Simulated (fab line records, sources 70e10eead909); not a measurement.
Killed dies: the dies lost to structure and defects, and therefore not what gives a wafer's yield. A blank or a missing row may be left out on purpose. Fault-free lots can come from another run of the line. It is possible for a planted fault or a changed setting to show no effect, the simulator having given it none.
fab line records + flow nandHarc
[record]
- lots = 13
- wafers = 39
- lastDay = 25
route steps=1159 shown A_SIN_REMOVE@808 A_WL_FILL@814 END@1159
lots untouched by any fault: they come from a run of this same line in which no faults occurred
startH: hours from the record's first day to the start of the lot's first wafer shown + waitH: hours since the lot's step before + " the same as in the row above + L1.1+2: several wafers, shown together as one row + - no value present, or no start provided + * or withheld: withheld + < > ~ a bound
route shown NAME@n: NAME is a module with steps in the file, n the number in the route of the first one + usual: mean/standard deviation taken from wafers without a fault + same: alike in all rows + chamber/n: place in a boat + sites: per-site readings + _std_site: standard deviation across them + _edge_site: inner sites' mean taken away from outer sites' mean + radiusMm: for every site, how far away it sits from the centre of the wafer + mask NAME#n: copy n + behind: the most recent tool/chamber to have shaped the wafer + hold: why the lot went on hold/how many hours it stayed there/how the hold came to an end + device: the n, p or np transistor that did not switch + end of line: the same wafers' tests at the end of the route + for a step that has no rows: nothing shown but its recipe + killed: at the first sort, the dies lost to defects and structure; wafer yield is something else + map: the dies of a wafer, with x for killed, . for not killed, _ for no die there
set.NAME: the setting that was run; set.NAME@STEP: the one run at that earlier step + model.NAME: the simulator's own value behind a step, which no gauge read
route steps across a sampled set of lots; one table per step, one row per wafer
services: a tool's chamber out of use, with start hour (startH, from the record's first day; less than 0 if before it), hours out, and reason
[[steps]]
[step NHARC_A_SIN_REMOVE_INSPECT_04]
[usual]
- rawDefectCount = 287/71
| lot.wafer | tool             | chamber | startH | waitH | rawDefectCount |
|-----------|------------------|---------|--------|-------|----------------|
| L557.4    | defectInspect-01 | -       | 341.03 | 0.0   | 255            |
| L557.5    | "                | -       | "      | "     | 328            |
| L557.6    | "                | -       | "      | "     | 472            |
| L560.3    | defectInspect-01 | -       | 341.04 | 0.0   | 210            |
| L560.5    | "                | -       | "      | "     | 443            |
| L560.6    | "                | -       | "      | "     | 277            |
| L566.1    | defectInspect-02 | -       | 395.92 | 0.0   | 380            |
| L566.2    | "                | -       | "      | "     | 302            |
| L566.6    | "                | -       | "      | "     | 319            |
| L567.1    | defectInspect-01 | -       | 395.92 | 0.0   | 219            |
| L567.2    | "                | -       | "      | "     | 429            |
| L567.3    | "                | -       | "      | "     | 289            |
| L565.2    | defectInspect-01 | -       | 399.20 | 0.0   | 291            |
| L565.3    | "                | -       | "      | "     | 329            |
| L565.5    | "                | -       | "      | "     | 279            |
| L572.2    | defectInspect-02 | -       | 409.05 | 0.0   | 273            |
| L572.3    | "                | -       | "      | "     | 290            |
| L572.6    | "                | -       | "      | "     | 223            |
| L570.1    | defectInspect-01 | -       | 409.05 | 0.0   | 200            |
| L570.3    | "                | -       | "      | "     | 185            |
| L570.5    | "                | -       | "      | "     | 259            |
| L571.1    | defectInspect-01 | -       | 430.80 | 0.0   | 194            |
| L571.4    | "                | -       | "      | "     | 277            |
| L571.5    | "                | -       | "      | "     | 336            |
| L576.2    | defectInspect-02 | -       | 435.77 | 0.0   | 300            |
| L576.3    | "                | -       | "      | "     | 349            |
| L576.5    | "                | -       | "      | "     | 282            |
| L574.3    | defectInspect-02 | -       | 435.81 | 0.0   | 259            |
| L574.5    | "                | -       | "      | "     | 244            |
| L574.6    | "                | -       | "      | "     | 220            |
| L579.1    | defectInspect-02 | -       | 476.24 | 0.0   | 273            |
| L579.5    | "                | -       | "      | "     | 250            |
| L579.6    | "                | -       | "      | "     | 271            |
| L578.3    | defectInspect-01 | -       | 476.25 | 0.0   | 281            |
| L578.5    | "                | -       | "      | "     | 191            |
| L578.6    | "                | -       | "      | "     | 316            |
| L577.1    | defectInspect-02 | -       | 476.25 | 0.0   | 223            |
| L577.3    | "                | -       | "      | "     | 310            |
| L577.5    | "                | -       | "      | "     | 349            |
[step NHARC_A_WL_FILL_ETCHBACK_04]
[recipe]
- targetDepthA = 600
- timeS = 120
- chemistry = NF3
[usual]
- drypumpMotorCurrentA = 5.6/0.34
- oesProductAu = 1.005/0.0093
| lot.wafer | tool        | chamber | startH | waitH | drypumpMotorCurrentA | oesProductAu | rfHoursCounterH |
|-----------|-------------|---------|--------|-------|----------------------|--------------|-----------------|
| L557.4    | rieMetal-02 | 1       | 349.88 | 2.0   | 5.9                  | 1.002        | -               |
| L557.5    | "           | 1       | "      | "     | 5.9                  | 1.001        | -               |
| L557.6    | "           | 0       | "      | "     | 4.8                  | 0.993        | -               |
| L560.3    | rieMetal-01 | 1       | 352.69 | 2.0   | 5.7                  | 1.013        | -               |
| L560.5    | "           | 0       | "      | "     | 5.3                  | 1.006        | -               |
| L560.6    | "           | 1       | "      | "     | 5.6                  | 1.015        | -               |
| L566.1    | rieMetal-02 | 1       | 400.42 | 2.4   | 5.9                  | 1.006        | 0.0             |
| L566.2    | "           | 1       | "      | "     | 5.9                  | 1.001        | -               |
| L566.6    | "           | 1       | "      | "     | 5.9                  | 1.005        | -               |
| L567.1    | rieMetal-01 | 0       | 400.86 | 2.4   | 5.3                  | 0.995        | 1.5             |
| L567.2    | "           | 1       | "      | "     | 5.6                  | 0.998        | 1.5             |
| L567.3    | "           | 0       | "      | "     | 5.4                  | 0.995        | -               |
| L565.2    | rieMetal-02 | 1       | 405.86 | 2.9   | 5.9                  | 1.008        | -               |
| L565.3    | "           | 1       | "      | "     | 5.9                  | 1.010        | -               |
| L565.5    | "           | 1       | "      | "     | 5.9                  | 1.015        | -               |
| L570.1    | rieMetal-01 | 0       | 417.72 | 2.4   | 5.3                  | 0.986        | 2.3             |
| L570.3    | "           | 0       | "      | "     | 5.3                  | 1.004        | -               |
| L570.5    | "           | 1       | "      | "     | 5.7                  | 1.004        | -               |
| L572.2    | rieMetal-01 | 0       | 420.63 | 2.4   | 5.4                  | 1.000        | 2.5             |
| L572.3    | "           | 1       | "      | "     | 5.6                  | 1.010        | -               |
| L572.6    | "           | 0       | "      | "     | 5.3                  | 1.002        | -               |
| L571.1    | rieMetal-02 | 1       | 435.38 | 2.8   | 5.9                  | 1.018        | 3.0             |
| L571.4    | "           | 1       | "      | "     | 5.9                  | 1.017        | -               |
| L571.5    | "           | 1       | "      | "     | 5.9                  | 1.026        | -               |
| L576.2    | rieMetal-01 | 1       | 442.87 | 2.8   | 5.6                  | 0.999        | 3.7             |
| L576.3    | "           | 1       | "      | "     | 5.6                  | 1.006        | -               |
| L576.5    | "           | 1       | "      | "     | 5.6                  | 1.000        | -               |
| L574.3    | rieMetal-01 | 0       | 445.86 | 1.6   | 5.3                  | 0.999        | -               |
| L574.6    | "           | 1       | "      | "     | 5.6                  | 1.005        | -               |
| L574.5    | "           | 0       | "      | "     | 5.3                  | 0.992        | -               |
| L578.3    | rieMetal-01 | 1       | 480.64 | 2.0   | 5.6                  | 1.009        | -               |
| L578.5    | "           | 0       | "      | "     | 5.3                  | 1.002        | -               |
| L578.6    | "           | 1       | "      | "     | 5.6                  | 0.997        | -               |
| L579.1    | rieMetal-01 | 1       | 480.74 | 3.0   | 5.6                  | 1.008        | 4.8             |
| L579.5    | "           | 1       | "      | "     | 5.6                  | 1.004        | -               |
| L579.6    | "           | 0       | "      | "     | 5.4                  | 1.000        | -               |
| L577.1    | rieMetal-02 | 0       | 483.43 | 2.4   | 4.8                  | 0.998        | 0.1             |
| L577.3    | "           | 1       | "      | "     | 5.9                  | 1.001        | -               |
| L577.5    | "           | 1       | "      | "     | 6.0                  | 0.981        | -               |
[step NHARC_A_WL_FILL_ALD_10]
[recipe]
- targetThkA = 500
- pulseTimeS = 10
- aldCycles = 500
- tempC = 300
- material = SiO2
[usual]
- heaterPowerOuterW = 269/39
- heaterPowerW = 474/62
- precursorPulseHeightRel = 1.000/0.02
[same]
- aldCycles = 500
| lot.wafer | tool     | chamber | startH | waitH | heaterPowerOuterW | heaterPowerW | precursorPulseHeightRel |
|-----------|----------|---------|--------|-------|-------------------|--------------|-------------------------|
| L560.3    | aldHk-03 | 3       | 355.49 | 0.1   | 288               | 500          | 0.990                   |
| L560.5    | "        | 3       | 357.55 | 2.1   | 288               | 505          | 1.031                   |
| L560.6    | "        | 0       | "      | "     | 195               | 366          | 1.023                   |
| L557.4    | aldHk-01 | 2       | 356.01 | 0.6   | 243               | 446          | 0.995                   |
| L557.6    | "        | 1       | 357.54 | 2.1   | 265               | 414          | 1.029                   |
| L557.5    | "        | 2       | "      | "     | 245               | 442          | 1.023                   |
| L567.3    | aldHk-01 | 0       | 406.33 | 0.1   | 231               | 458          | 1.009                   |
| L567.1    | "        | 1       | "      | "     | 258               | 406          | 1.012                   |
| L567.2    | "        | 3       | 407.88 | 1.6   | 242               | 439          | 0.968                   |
| L566.2    | aldHk-03 | 1       | 406.83 | 0.6   | 307               | 545          | 0.990                   |
| L566.1    | "        | 3       | 407.85 | 1.6   | 275               | 495          | 1.034                   |
| L566.6    | "        | 0       | "      | "     | 195               | 373          | 1.018                   |
| L565.2    | aldHk-03 | 0       | 413.28 | 1.4   | 198               | 365          | 0.964                   |
| L565.3    | "        | 1       | "      | "     | 311               | 533          | 1.017                   |
| L565.5    | "        | 3       | 414.81 | 2.9   | 282               | 509          | 1.016                   |
| L572.3    | aldHk-02 | 2       | 424.88 | 0.0   | 349               | 611          | 0.971                   |
| L572.2    | "        | 0       | 425.92 | 1.1   | 296               | 479          | 0.982                   |
| L572.6    | "        | 3       | 427.48 | 2.6   | 264               | 501          | 0.955                   |
| L570.1    | aldHk-01 | 0       | 425.40 | 0.6   | 236               | 473          | 1.029                   |
| L570.3    | "        | 1       | "      | "     | 258               | 404          | 1.017                   |
| L570.5    | "        | 3       | 426.94 | 2.1   | 253               | 464          | 0.978                   |
| L571.1    | aldHk-02 | 2       | 441.75 | 0.1   | 352               | 618          | 0.990                   |
| L571.4    | "        | 1       | 443.30 | 1.6   | 283               | 474          | 0.984                   |
| L571.5    | "        | 2       | "      | "     | 354               | 610          | 0.997                   |
| L576.2    | aldHk-03 | 1       | 449.35 | 0.1   | 315               | 537          | 0.993                   |
| L576.3    | "        | 3       | 450.39 | 1.1   | 291               | 492          | 1.006                   |
| L576.5    | "        | 1       | 451.42 | 2.1   | 311               | 537          | 1.031                   |
| L574.3    | aldHk-03 | 3       | 452.97 | 3.7   | 280               | 514          | 0.991                   |
| L574.5    | "        | 2       | 454.52 | 5.2   | 268               | 428          | 0.996                   |
| L574.6    | "        | 3       | "      | "     | 287               | 505          | 1.021                   |
| L577.3    | aldHk-02 | 2       | 486.80 | 0.6   | 343               | 607          | 0.980                   |
| L577.1    | "        | 0       | 487.82 | 1.6   | 276               | 466          | 1.004                   |
| L577.5    | "        | 2       | 488.85 | 2.6   | 338               | 609          | 1.030                   |
| L579.1    | aldHk-01 | 1       | 487.34 | 1.1   | 257               | 407          | 0.992                   |
| L579.6    | "        | 3       | 488.39 | 2.2   | 257               | 448          | 1.006                   |
| L579.5    | "        | 0       | "      | "     | 240               | 475          | 0.972                   |
| L578.3    | aldHk-03 | 3       | 487.57 | 1.3   | 279               | 503          | 1.016                   |
| L578.6    | "        | 2       | 489.12 | 2.9   | 272               | 430          | 1.014                   |
| L578.5    | "        | 3       | "      | "     | 275               | 493          | 1.012                   |
[step NHARC_A_WL_FILL_ALD_19]
[recipe]
- targetThkA = 20
- pulseTimeS = 3
- aldCycles = 100
- tempC = 450
- material = TiN
[usual]
- aldCycles = 100/0
- heaterPowerOuterW = 678/35
- heaterPowerW = 1047/69
- precursorPulseHeightRel = 0.999/0.021
| lot.wafer | tool        | chamber | startH | waitH | aldCycles | heaterPowerOuterW | heaterPowerW | precursorPulseHeightRel |
|-----------|-------------|---------|--------|-------|-----------|-------------------|--------------|-------------------------|
| L557.4    | aldMetal-01 | 1       | 365.79 | 0.1   | 100       | 663               | 1063         | 0.975                   |
| L557.6    | "           | 1       | "      | "     | 100       | 651               | 1086         | 0.977                   |
| L557.5    | "           | 2       | "      | "     | 100       | 639               | 954          | 0.983                   |
| L560.3    | aldMetal-04 | 0       | 365.84 | 0.2   | 100       | 664               | 1051         | 1.019                   |
| L560.5    | "           | 3       | "      | "     | 100       | 675               | 1033         | 0.997                   |
| L560.6    | "           | 0       | "      | "     | 100       | 668               | 1027         | 0.996                   |
| L566.2    | aldMetal-04 | 0       | 416.52 | 0.1   | -         | -                 | -            | -                       |
| L566.1    | "           | 1       | "      | "     | -         | -                 | -            | -                       |
| L566.6    | "           | 1       | "      | "     | -         | -                 | -            | -                       |
| L567.2    | aldMetal-01 | 0       | 416.55 | 0.1   | -         | -                 | -            | -                       |
| L567.3    | "           | 1       | "      | "     | -         | -                 | -            | -                       |
| L567.1    | "           | 2       | "      | "     | -         | -                 | -            | -                       |
| L565.3    | aldMetal-04 | 3       | 422.56 | 0.1   | -         | -                 | -            | -                       |
| L565.2    | "           | 1       | "      | "     | -         | -                 | -            | -                       |
| L565.5    | "           | 3       | "      | "     | -         | -                 | -            | -                       |
| L570.3    | aldMetal-02 | 3       | 435.04 | 0.1   | 100       | 712               | 1070         | 0.981                   |
| L570.1    | "           | 0       | "      | "     | 100       | 651               | 969          | 1.023                   |
| L570.5    | "           | 3       | "      | "     | 100       | 708               | 1084         | 0.947                   |
| L572.2    | aldMetal-01 | 0       | 435.08 | 0.1   | 100       | 771               | 1269         | 1.012                   |
| L572.3    | "           | 1       | "      | "     | 100       | 642               | 1076         | 0.989                   |
| L572.6    | "           | 0       | "      | "     | 100       | 759               | 1213         | 1.031                   |
| L571.4    | aldMetal-01 | 3       | 451.92 | 0.1   | 100       | 709               | 1031         | 1.001                   |
| L571.1    | "           | 1       | "      | "     | 100       | 648               | 1075         | 1.028                   |
| L571.5    | "           | 3       | "      | "     | 100       | 690               | 1013         | 1.010                   |
| L576.2    | aldMetal-02 | 2       | 459.83 | 0.1   | 100       | 642               | 985          | 0.989                   |
| L576.3    | "           | 1       | "      | "     | 100       | 674               | 1057         | 0.996                   |
| L576.5    | "           | 3       | "      | "     | 100       | 711               | 1080         | 1.021                   |
| L574.3    | aldMetal-04 | 3       | 462.69 | 0.1   | 100       | 706               | 1084         | 0.999                   |
| L574.6    | "           | 2       | "      | "     | 100       | 702               | 1116         | 1.001                   |
| L574.5    | "           | 3       | "      | "     | 100       | 686               | 1029         | 0.976                   |
| L579.1    | aldMetal-02 | 0       | 496.36 | 0.1   | 100       | 652               | 971          | 0.986                   |
| L579.6    | "           | 0       | "      | "     | 100       | 628               | 985          | 1.012                   |
| L579.5    | "           | 1       | "      | "     | 100       | 667               | 1000         | 0.974                   |
| L577.3    | aldMetal-01 | 1       | 496.40 | 0.1   | 100       | 659               | 1040         | 1.050                   |
| L577.1    | "           | 2       | "      | "     | 100       | 635               | 947          | 1.000                   |
| L577.5    | "           | 2       | "      | "     | 100       | 629               | 1000         | 1.014                   |
| L578.3    | aldMetal-04 | 1       | 496.40 | 0.1   | 100       | 723               | 1128         | 0.996                   |
| L578.5    | "           | 3       | "      | "     | 100       | 707               | 1062         | 0.995                   |
| L578.6    | "           | 0       | "      | "     | 100       | 681               | 1091         | 0.978                   |
[step NHARC_END_SORT_01]
[recipe]
- tempC = 25
[usual]
- killedAtArray = 27/11
- killedAtOther = 0.7/1.1
- killedAtPeriphery = 3.6/2.4
- killedDies = 32/11
- killedOpen = 3.3/1.8
- killedShort = 2.1/1.5
[same]
- grossDies = 677
| lot.wafer | tool      | chamber | startH | waitH | killedAtArray | killedAtOther | killedAtPeriphery | killedDies | killedOpen | killedShort |
|-----------|-----------|---------|--------|-------|---------------|---------------|-------------------|------------|------------|-------------|
| L566.1    | prober-02 | 0       | 502.12 | 2.5   | 673           | 1             | 3                 | 677        | 6          | 3           |
| L566.2    | prober-02 | 0       | 502.92 | 2.8   | 672           | 0             | 5                 | 677        | 5          | 1           |
| L566.6    | prober-02 | 0       | 506.11 | 4.0   | 673           | 0             | 4                 | 677        | 4          | 2           |
| L567.1    | prober-01 | 0       | 502.19 | 2.5   | 672           | 2             | 3                 | 677        | 3          | 4           |
| L567.2    | prober-01 | 0       | 502.99 | 2.8   | 673           | 0             | 4                 | 677        | 6          | 4           |
| L567.3    | prober-01 | 0       | 503.78 | 3.1   | 675           | 0             | 2                 | 677        | 2          | 3           |
| L565.2    | prober-02 | 0       | 518.60 | 2.8   | 674           | 1             | 2                 | 677        | 5          | 0           |
| L565.3    | prober-02 | 0       | 519.39 | 3.1   | 669           | 2             | 6                 | 677        | 1          | 3           |
| L565.5    | prober-02 | 0       | 520.96 | 3.6   | 675           | 0             | 2                 | 677        | 6          | 5           |
| L570.3    | prober-01 | 0       | 527.11 | 3.1   | 9             | 0             | 1                 | 10         | 0          | 3           |
// killed by level:class
L566.1 A_WL_FILL:areaAld=640 A_SLIT:chamberFilmFlake=10 A_CONTACT:chamberFilmFlake=6 A_CHANNEL_HOLE_D1:chamberFilmFlake=5 A_M0:geometricParticle:open=3 P_ZERO_WELL:chamberFilmFlake=2 A_STAIRCASE:chamberFilmFlake=2 A_WL_FILL:chamberFilmFlake=2
L567.1 A_WL_FILL:areaAld=637 A_CHANNEL_HOLE_D1:chamberFilmFlake=12 A_STAIRCASE:chamberFilmFlake=12 A_SLIT:chamberFilmFlake=5 A_CONTACT:chamberFilmFlake=2 P_GATE:geometricParticle:open=1 P_M2:geometricParticle:open=1 A_ONON_D1:geometricParticle:short=1
L566.2 A_WL_FILL:areaAld=633 A_SLIT:chamberFilmFlake=21 A_CHANNEL_HOLE_D1:chamberFilmFlake=5 P_ZERO_WELL:chamberFilmFlake=4 A_M0:geometricParticle:open=3 A_WL_FILL:chamberFilmFlake=3 A_CONTACT:chamberFilmFlake=3 A_SOURCE_PLATE:geometricParticle:open=1
L567.2 A_WL_FILL:areaAld=623 A_CHANNEL_HOLE_D1:chamberFilmFlake=24 A_SLIT:chamberFilmFlake=14 A_CONTACT:geometricParticle:open=2 P_STI:chamberFilmFlake=2 A_STAIRCASE:chamberFilmFlake=2 A_CONTACT:chamberFilmFlake=2 P_GATE:geometricParticle:open=1
L567.3 A_WL_FILL:areaAld=638 A_CHANNEL_HOLE_D1:chamberFilmFlake=19 A_SLIT:chamberFilmFlake=10 A_ONON_D1:geometricParticle:open=2 A_CONTACT:chamberFilmFlake=2 P_M0:geometricParticle:short=1 A_CHANNEL_FILL_D1:geometricParticle:short=1 A_WL_FILL:geometricParticle:short=1
L566.6 A_WL_FILL:areaAld=647 A_SLIT:chamberFilmFlake=10 A_CONTACT:chamberFilmFlake=9 P_ZERO_WELL:chamberFilmFlake=3 A_ONON_D1:geometricParticle:short=2 P_GATE:geometricParticle:open=1 A_SGD_CUT:geometricParticle:open=1 A_CONTACT:geometricParticle:open=1
L565.2 A_WL_FILL:areaAld=629 A_CHANNEL_HOLE_D1:chamberFilmFlake=18 A_SLIT:chamberFilmFlake=14 A_CONTACT:chamberFilmFlake=5 A_SGD_CUT:chamberFilmFlake=2 P_CONTACT:geometricParticle:open=1 A_SGD_CUT:geometricParticle:open=1 A_CONTACT:geometricParticle:open=1
L565.3 A_WL_FILL:areaAld=634 A_CHANNEL_HOLE_D1:chamberFilmFlake=14 A_SLIT:chamberFilmFlake=13 P_STI:chamberFilmFlake=4 A_STAIRCASE:chamberFilmFlake=3 A_CONTACT:geometricParticle:short=2 P_ZERO_WELL:chamberFilmFlake=2 A_ONON_D1:geometricParticle:short=1
L565.5 A_WL_FILL:areaAld=617 A_SLIT:chamberFilmFlake=21 A_CHANNEL_HOLE_D1:chamberFilmFlake=20 A_CONTACT:chamberFilmFlake=3 A_CHANNEL_HOLE_D1:geometricParticle:open=2 A_CONTACT:geometricParticle:open=2 A_ONON_D1:geometricParticle:short=1 A_ONON_D1:geometricParticle:open=1
L570.3 A_CHANNEL_HOLE_D1:chamberFilmFlake=4 A_WL_FILL:chamberFilmFlake=2 P_M1:geometricParticle:short=1 A_ONON_D1:geometricParticle:short=1 A_SGD_CUT:geometricParticle:short=1 A_CONTACT:chamberFilmFlake=1
[[services]]
| tool        | chamber | startH | hours | kind      |
|-------------|---------|--------|-------|-----------|
| aldHk-03    | -       | 326.48 | 10.0  | pm        |
| aldHk-03    | 0       | 326.48 | 10.0  | ventCycle |
| aldHk-03    | 1       | 326.48 | 10.0  | ventCycle |
| aldHk-03    | 2       | 326.48 | 10.0  | ventCycle |
| aldHk-03    | 3       | 326.48 | 10.0  | ventCycle |
| rieMetal-01 | -       | 332.00 | 9.0   | pm        |
| rieMetal-01 | 0       | 332.00 | 9.0   | ventCycle |
| rieMetal-01 | 1       | 332.00 | 9.0   | ventCycle |
| aldHk-03    | 0       | 336.48 | -     | clean     |
| rieMetal-01 | 0       | 341.00 | -     | clean     |
| rieMetal-01 | 1       | 341.00 | -     | clean     |
| rieMetal-01 | -       | 349.47 | 0.6   | repair    |
| aldMetal-04 | 2       | 354.06 | 17.4  | repair    |
| aldMetal-02 | -       | 364.00 | 10.0  | pm        |
| aldHk-02    | -       | 365.99 | 2.4   | repair    |
| rieMetal-02 | -       | 388.00 | 9.0   | pm        |
| rieMetal-02 | 0       | 398.96 | 67.1  | repair    |
| aldMetal-04 | -       | 406.02 | 10.0  | pm        |
| aldMetal-01 | -       | 448.28 | 1.5   | repair    |
| aldMetal-01 | -       | 450.35 | 1.2   | repair    |
| aldMetal-01 | 3       | 452.91 | 19.3  | repair    |
| aldMetal-01 | -       | 458.00 | 10.0  | pm        |
| aldHk-02    | -       | 463.12 | 10.0  | pm        |
| rieMetal-02 | -       | 480.54 | 0.4   | repair    |
[[key]]
[firstSign]
- step = NHARC_A_WL_FILL_ALD_19
- reading = toolRecord
- direction = missing
[effect]
- step = NHARC_END_SORT_01
- reading = killedAtArray
- direction = up
- sigmas = 60
- usual = 27
- struck = 673
[moreKillsBornAt]
- NHARC_A_WL_FILL_ALD_19@aldMetal-04 = 3800
- NHARC_A_WL_FILL_ALD_19@aldMetal-01 = 1898
metAt NHARC_A_WL_FILL_ALD_19
struckLots L565,L566,L567
laterRowsLeftOut L565.2,L565.3,L565.5,L566.1,L566.2,L566.6,L567.1,L567.2,L567.3
testerLeftOut L565,L566,L567
notActingAt NHARC_A_SIN_REMOVE_INSPECT_04,NHARC_A_WL_FILL_ETCHBACK_04,NHARC_A_WL_FILL_ALD_10
onsetBetween 365.84 416.52
[fault]
- kind = skippedStepWhole
- tool = aldMetal-01,aldMetal-04
- chamber = -
- onsetH = 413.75
- steps = NHARC_A_WL_FILL_ALD_19
- scope = struckLotsOnly
// testerLeftOut: of these lots the tester's yield and bins aren't shown, on N5 and GAA mostly nor the transistor test; their killed dies are dies lost to structure and defects alone, not to doping, threshold or leakage, so they don't give the yield
// laterRowsLeftOut: the simulator's readings of these wafers behind a module that went badly wrong aren't trusted and aren't shown, but for the sort
